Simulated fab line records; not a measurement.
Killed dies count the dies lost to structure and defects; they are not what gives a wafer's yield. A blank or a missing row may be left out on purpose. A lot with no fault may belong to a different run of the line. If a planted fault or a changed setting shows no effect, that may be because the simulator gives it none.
Chamber matching | flow n5 finfet | rie diel-04 running N5_GATE_CUT_ETCH_28: 4 sister chambers
The step etches underlayer in N2/H2, target depth 13 nm, time 10.4 s. 4 wafers are shown with their chamber, then 7 later ones without.

WAFERS WITH THEIR CHAMBER
wafer  | chamber | showerhead plenum p Torr (Torr)
L079.5 | 3       | 2.46
L083.6 | 2       | 2.44
L084.1 | 0       | 2.69
L084.2 | 1       | 2.69

WAFERS WHOSE CHAMBER IS MISSING
wafer  | showerhead plenum p Torr (Torr)
L084.3 | 2.46
L085.3 | 2.44
L085.4 | 2.69
L085.6 | 2.46
L096.2 | 2.43
L096.3 | 2.68
L096.5 | 2.68

EACH ONE'S CHAMBER
wafer  | from the rows above     | in truth
L084.3 | 3                       | 3
L085.3 | 2                       | 2
L085.4 | can't be placed: 0 or 1 | 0
L085.6 | 3                       | 3
L096.2 | 2                       | 2
L096.3 | can't be placed: 0 or 1 | 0
L096.5 | can't be placed: 0 or 1 | 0
4 of 7 placed correctly. Cannot be placed on the basis of these rows: 3; the candidates contain the true chamber in 3. Placed wrongly: 0.
How it was worked out, from the rows above alone: a wafer's distance from a chamber is the root of the sum, over the readings, of the square of ((its reading less the chamber's mean) divided by the reading's scatter). If the next closest chamber is less than 2 further off than the closest, the wafer can't be placed; otherwise it belongs to the closest. For every chamber, the mean is computed from those of its wafers that are shown. The scatter: root of mean squared gap, hidden wafer to nearest shown wafer, with one shown wafer a chamber.
